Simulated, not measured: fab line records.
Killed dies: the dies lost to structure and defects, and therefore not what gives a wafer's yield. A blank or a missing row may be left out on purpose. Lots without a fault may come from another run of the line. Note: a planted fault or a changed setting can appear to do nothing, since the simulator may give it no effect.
Which tool was responsible? | flow n5 finfet | 14 lots (42 wafers sampled), 1 step of a 1938-step route

## WHAT THE GAUGES SHOWED, per wafer
N5_MIM_BOT_LITHO_OVL_MEAS_11.
lot  | measured     | on         | MIM_BOT_OVL (nm)
L700 | day 11 18:37 | overlay-01 | 3 2 6
L704 | day 12 18:15 | overlay-01 | 13 2 3
L703 | day 12 18:25 | overlay-01 | 8 2 0
L702 | day 12 21:07 | overlay-01 | 6 8 1
L705 | day 13 04:02 | overlay-01 | 5 15 14
L712 | day 15 08:16 | overlay-02 | -7 -4 -5
L713 | day 16 12:50 | overlay-01 | -3 1 -2
L716 | day 16 15:58 | overlay-02 | 12 12 7
L715 | day 16 21:52 | overlay-01 | 0 -7 -4
L718 | day 16 22:44 | overlay-01 | 5 7 6
L719 | day 17 11:04 | overlay-02 | 4 2 3
L717 | day 17 17:53 | overlay-01 | 6 5 -1
L720 | day 17 18:22 | overlay-02 | 2 -5 0
L722 | day 18 16:34 | overlay-02 | 10 7 5

## EACH LOT AND THE TOOL THAT RAN IT (in order: tool; ch and the chambers of the sampled wafers; start)
Before these readings, the record contains no process step.

## WHAT THE TOOLS THEMSELVES READ (means of the sampled wafers that have a number; where no wafer has one, the mark that the record gives instead)
The record holds no such reading with a usual standard deviation.

## THE ANSWER, worked out from the rows above alone
Rule: usual is defined by the lots themselves. The widest of any qualifying gaps counts: lots, ordered by their means at a reading, are off when they make up no more than a third of the lots, leave a main group of 4 or more, and stand apart from it by 3 or more times the standard deviation of that group's means. A main group is skipped when, at the precision printed for the reading in the tables above, its means are all equal. A lot without any number at a reading at which 4 lots or more have one is off too. All remaining lots with rows at the step are treated as sound. Order of review: gauges by route order, followed by the tools' own readings, for which a lot's mean as printed above is used. At the first step where some lot is off, the reading lying furthest off is the one used; lots without a number count as furthest.
Across all readings shown, no lot is off: no conclusion can be drawn from this.

## WHAT HAD BEEN PUT IN BY THE SIMULATOR
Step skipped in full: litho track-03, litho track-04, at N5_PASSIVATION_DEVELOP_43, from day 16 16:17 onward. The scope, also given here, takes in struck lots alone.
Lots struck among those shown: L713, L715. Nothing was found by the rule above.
